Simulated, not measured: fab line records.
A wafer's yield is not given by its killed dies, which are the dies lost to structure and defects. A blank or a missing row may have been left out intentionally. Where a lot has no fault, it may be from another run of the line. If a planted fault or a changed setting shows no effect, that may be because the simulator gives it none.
Chamber matching :: flow nand harc :: NHARC_A_STAIRCASE_CMP_152 on cmp-01: 4 sister chambers
The step polishes. 18 wafers are shown with their chamber, then 9 later ones without.

WAFERS, EACH WITH ITS CHAMBER
wafer: L074.1
chamber: 2
motor current A (A): 11.5

wafer: L074.3
chamber: 1
motor current A (A): 12.2

wafer: L074.5
chamber: 0
motor current A (A): 10.5

wafer: L077.3
chamber: 0
motor current A (A): 11.7

wafer: L077.4
chamber: 2
motor current A (A): 11.3

wafer: L077.5
chamber: 1
motor current A (A): 12.0

wafer: L079.1
chamber: 2
motor current A (A): 11.0

wafer: L079.4
chamber: 1
motor current A (A): 12.0

wafer: L079.6
chamber: 1
motor current A (A): 12.5

wafer: L082.3
chamber: 3
motor current A (A): 14.1

wafer: L082.4
chamber: 0
motor current A (A): 11.8

wafer: L082.6
chamber: 1
motor current A (A): 12.4

wafer: L084.2
chamber: 0
motor current A (A): 11.4

wafer: L084.3
chamber: 1
motor current A (A): 11.9

wafer: L084.6
chamber: 0
motor current A (A): 10.6

wafer: L089.1
chamber: 2
motor current A (A): 11.8

wafer: L089.4
chamber: 0
motor current A (A): 11.5

wafer: L089.5
chamber: 1
motor current A (A): 12.1

SIGNATURES, as means of the wafers listed above
reading: motor current A
chamber 0: 11.250
chamber 1: 12.157
chamber 2: 11.400
chamber 3: 14.100
scatter within a chamber: 0.398
Rule: a wafer's distance from a chamber is the root of the sum, over the readings, of the square of ((its reading less the chamber's mean) divided by the reading's scatter). If the next closest chamber is less than 2 further off than the closest, the wafer can't be placed; otherwise it belongs to the closest. The scatter is the square root of a quotient: the sum, over the shown wafers, of each reading's squared deviation from its chamber's mean, divided by wafers minus chambers.

WAFERS WITHOUT THEIR CHAMBER
wafer: L091.1
motor current A (A): 11.6

wafer: L091.3
motor current A (A): 11.2

wafer: L091.5
motor current A (A): 11.3

wafer: L090.1
motor current A (A): 13.0

wafer: L090.2
motor current A (A): 11.4

wafer: L090.4
motor current A (A): 11.1

wafer: L093.1
motor current A (A): 11.7

wafer: L093.2
motor current A (A): 13.7

wafer: L093.3
motor current A (A): 10.9

WHICH CHAMBER EACH WENT THROUGH
wafer: L091.1
from the rows above: can't be placed: 2 or 0 or 1
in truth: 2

wafer: L091.3
from the rows above: can't be placed: 0 or 2
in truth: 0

wafer: L091.5
from the rows above: can't be placed: 0 or 2
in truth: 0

wafer: L090.1
from the rows above: can't be placed: 1 or 3 or 2
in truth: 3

wafer: L090.2
from the rows above: can't be placed: 2 or 0 or 1
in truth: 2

wafer: L090.4
from the rows above: can't be placed: 0 or 2
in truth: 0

wafer: L093.1
from the rows above: can't be placed: 2 or 0 or 1
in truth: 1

wafer: L093.2
from the rows above: 3
in truth: 3

wafer: L093.3
from the rows above: can't be placed: 0 or 2
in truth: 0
Correct placement for 1 of the 9. From these rows, 8 cannot be placed; in 8 the true chamber is one of the candidates. Placed wrongly: 0.
